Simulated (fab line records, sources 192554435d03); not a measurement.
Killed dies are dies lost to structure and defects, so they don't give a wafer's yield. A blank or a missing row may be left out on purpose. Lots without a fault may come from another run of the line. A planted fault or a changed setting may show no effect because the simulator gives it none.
Chamber matching | flow n5_finfet | N5_MOL_CONTACT_COAG_CMP_52 on cmp-04: 4 sister chambers
The step polishes, stops on SiO2, t overpolish 1.5 s, target thk 66.5 nm. 8 wafers are shown with their chamber, then 11 later ones without.

WAFERS WITH THEIR CHAMBER
wafer  | chamber | motor_current_A (A) | time_to_endpoint_s (s)
L080.3 | 0       | 12.9                | 14.3
L090.6 | 1       | 13.0                | 14.2
L091.2 | 0       | 13.1                | 12.4
L091.3 | 3       | 11.2                | 8.3
L092.2 | 2       | 11.9                | 13.3
L092.4 | 1       | 14.3                | 14.1
L092.6 | 3       | 11.7                | 12.2
L093.1 | 2       | 12.0                | 13.4

WAFERS WITHOUT THEIR CHAMBER
wafer  | motor_current_A (A) | time_to_endpoint_s (s)
L093.5 | 11.4                | 10.6
L093.6 | 11.5                | 13.7
L094.2 | 13.0                | 15.0
L094.3 | 11.2                | 8.0
L094.5 | 11.9                | 13.7
L095.1 | 11.6                | 7.1
L095.2 | 12.3                | 13.6
L095.4 | 13.9                | 16.6
L097.1 | 13.5                | 16.0
L097.4 | 11.5                | 8.5
L097.5 | 11.4                | 10.3

WHICH CHAMBER EACH WENT THROUGH
wafer  | from the rows above          | in truth
L093.5 | can't be placed: 3 or 2      | 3
L093.6 | can't be placed: 2 or 3      | 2
L094.2 | can't be placed: 0 or 1 or 2 | 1
L094.3 | 3                            | 3
L094.5 | can't be placed: 2 or 0      | 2
L095.1 | 3                            | 3
L095.2 | can't be placed: 2 or 0      | 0
L095.4 | can't be placed: 1 or 0      | 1
L097.1 | can't be placed: 1 or 0      | 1
L097.4 | 3                            | 3
L097.5 | 3                            | 3
Placed correctly: 4 of 11. Can't be placed from these rows: 7 (the true chamber is among the candidates in 7). Placed wrongly: 0.
How it was worked out, from the rows above alone: a wafer's distance from a chamber is the root of the sum, over the readings, of the square of ((its reading less the chamber's mean) divided by the reading's scatter). The wafer belongs to the nearest chamber; if the next one is less than 2 further off, it can't be placed. A chamber's mean is the mean of its shown wafers. The scatter: the root of (the sum of the squares of (reading less its chamber's mean) over the shown wafers, divided by (wafers less chambers)).
